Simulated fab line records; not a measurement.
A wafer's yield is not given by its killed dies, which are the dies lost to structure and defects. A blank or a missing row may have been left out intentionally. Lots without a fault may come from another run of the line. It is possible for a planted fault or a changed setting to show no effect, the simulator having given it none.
Chamber matching || flow nandHarc || NHARC_A_STAIRCASE_ALD_420 on aldHk-03: 4 sister chambers
The step deposits SiO2, target thk 20 nm, pulse time 6 s, ald cycles 200. 8 wafers are shown with their chamber, then 7 later ones without.

## WAFERS, EACH WITH ITS CHAMBER
{"wafer": "L079.1", "chamber": 2, "heaterPowerW (W)": 503, "precursorPulseHeightRel": 1.006}
{"wafer": "L084.1", "chamber": 0, "heaterPowerW (W)": 441, "precursorPulseHeightRel": 1.015}
{"wafer": "L084.6", "chamber": 3, "heaterPowerW (W)": 461, "precursorPulseHeightRel": 0.968}
{"wafer": "L086.4", "chamber": 2, "heaterPowerW (W)": 511, "precursorPulseHeightRel": 1.015}
{"wafer": "L086.5", "chamber": 1, "heaterPowerW (W)": 441, "precursorPulseHeightRel": 0.998}
{"wafer": "L086.6", "chamber": 0, "heaterPowerW (W)": 445, "precursorPulseHeightRel": 1.003}
{"wafer": "L089.2", "chamber": 3, "heaterPowerW (W)": 448, "precursorPulseHeightRel": 0.998}
{"wafer": "L089.4", "chamber": 1, "heaterPowerW (W)": 436, "precursorPulseHeightRel": 1.029}

## WAFERS WHOSE CHAMBER IS MISSING
{"wafer": "L089.5", "heaterPowerW (W)": 456, "precursorPulseHeightRel": 1.010}
{"wafer": "L090.1", "heaterPowerW (W)": 436, "precursorPulseHeightRel": 0.985}
{"wafer": "L090.4", "heaterPowerW (W)": 458, "precursorPulseHeightRel": 1.023}
{"wafer": "L090.5", "heaterPowerW (W)": 516, "precursorPulseHeightRel": 1.019}
{"wafer": "L093.3", "heaterPowerW (W)": 540, "precursorPulseHeightRel": 0.981}
{"wafer": "L093.4", "heaterPowerW (W)": 446, "precursorPulseHeightRel": 1.015}
{"wafer": "L093.5", "heaterPowerW (W)": 464, "precursorPulseHeightRel": 1.010}

## THE CHAMBER EACH PASSED THROUGH
{"wafer": "L089.5", "from the rows above": "can't be placed: 3 or 0 or 1", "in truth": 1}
{"wafer": "L090.1", "from the rows above": "can't be placed: 1 or 0 or 3", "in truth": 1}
{"wafer": "L090.4", "from the rows above": "can't be placed: 3 or 0 or 1", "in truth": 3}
{"wafer": "L090.5", "from the rows above": 2, "in truth": 2}
{"wafer": "L093.3", "from the rows above": 2, "in truth": 2}
{"wafer": "L093.4", "from the rows above": "can't be placed: 0 or 1 or 3", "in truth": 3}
{"wafer": "L093.5", "from the rows above": "can't be placed: 3 or 0", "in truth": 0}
Placed correctly: 2 of 7. Cannot be placed on the basis of these rows: 5; the candidates contain the true chamber in 5. Wrongly placed: 0.
How it was worked out, from the rows above alone: a wafer's distance from a chamber is the root of the sum, over the readings, of the square of ((its reading less the chamber's mean) divided by the reading's scatter). The wafer belongs to the nearest chamber; if the next one is less than 2 further off, it can't be placed. The mean given for a chamber averages the wafers shown for that chamber. The scatter is the square root of a quotient: the sum, over the shown wafers, of each reading's squared deviation from its chamber's mean, divided by wafers minus chambers.
